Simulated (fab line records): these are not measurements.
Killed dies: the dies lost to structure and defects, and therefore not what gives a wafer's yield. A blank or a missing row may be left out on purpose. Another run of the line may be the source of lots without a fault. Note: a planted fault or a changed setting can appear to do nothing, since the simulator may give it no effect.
A lot that was struck, set against a sound lot	flow nand_harc	14 steps out of a route of 1159
Sound: the wafers L224.4, L224.5, L224.6. Struck: wafer L238.2. (L238.1, L238.3 of the same lot were not struck and are left out.) The cause comes at the end.
For every step that has rows: the tool of each side, followed by ch and its chambers, followed by its first start. Under that, the readings that differ: sound wafers	struck wafers	difference of the means	sigmas: that difference in standard deviations of wafers without a fault.
alike: words and numbers the same on both sides, and readings whose means are apart by under 2 such deviations; not compared: readings that were withheld, readings missing a value for some wafer, numbers with overlapping values and no deviation given by the record, and bounds like >300 which may hide the same value.
Wherever a step has rows on one side only, a row that says differs or no value, or a row with sigmas, the two part there. Non-overlapping numbers with no deviation appear without sigmas and do not part them. A reading that every wafer of one side lacks parts them only if that side has two wafers or more.

first, 10 steps without rows for these wafers: NHARC_A_STAIRCASE_SRD_174; NHARC_A_STAIRCASE_DEHYDRATE_01 (time 120 s); NHARC_A_STAIRCASE_HMDS_02 (time 30 s); NHARC_A_STAIRCASE_COAT_03; NHARC_A_STAIRCASE_SOFTBAKE_04 (time 170 s); NHARC_A_STAIRCASE_EBR_05; NHARC_A_STAIRCASE_EXPOSE_06 (exposes mask STAIR); NHARC_A_STAIRCASE_PEB_07 (peb time 130 s); NHARC_A_STAIRCASE_DEVELOP_08 (time 140 s); NHARC_A_STAIRCASE_HARDBAKE_10 (time 140 s).
NHARC_A_STAIRCASE_DESCUM_11: chemistry O2, time 3 s.
  sound on rie_diel-01 ch 0,2,3, day 11 22:06; struck on rie_diel-04 ch 0, day 15 17:34
  alike: drypump_motor_current_A, oes_product_au, rf_vpp_V, showerhead_plenum_p_Torr, throttle_valve_pct
  not compared: rf_hours_counter_h
NHARC_A_STAIRCASE_TRIM_12: chemistry O2, time 211.2 s.
  sound on rie_diel-01 ch 0,1,2, day 11 22:13; struck on rie_diel-04 ch 0, day 15 17:40
reading	sound	struck	difference	sigmas
oes_product_au (a.u.)	0.984 0.986 1.001	0.749	-0.241	-35
  alike: drypump_motor_current_A, rf_vpp_V, showerhead_plenum_p_Torr, throttle_valve_pct
  not compared: rf_hours_counter_h
NHARC_A_STAIRCASE_ETCH_13: etches the open film in C4F8/O2, target depth 100 nm, time 40.5 s.
  sound on rie_diel-01 ch 0,1,2; struck on rie_diel-04 ch 1
  alike: oes_product_au, rf_vpp_V
  not compared: rf_hours_counter_h
-- the record jumps here: 9 days lie between the struck wafers' starts before and after (it left off in module A_STAIRCASE and takes up again in module END, whose first step shown is number 1159 of the route) --
NHARC_END_SORT_01:
  sound on prober-02 ch 0, day 20 10:06; struck on prober-02 ch 0, day 24 16:22
reading	sound	struck	difference	sigmas
killed_at_array	10 13 11	673	+662	+60
killed_dies	13 17 13	676	+662	+60
killed_open	1 4 3	8	+5	+3
  alike: killed_at_other, killed_at_periphery, killed_short

## WHERE THEY PART
Earliest at NHARC_A_STAIRCASE_TRIM_12; latest, in this record, at NHARC_END_SORT_01.

WHY: what the simulator had put in
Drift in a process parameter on rie_diel-04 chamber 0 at NHARC_A_STAIRCASE_TRIM_12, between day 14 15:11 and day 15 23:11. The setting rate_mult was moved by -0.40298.
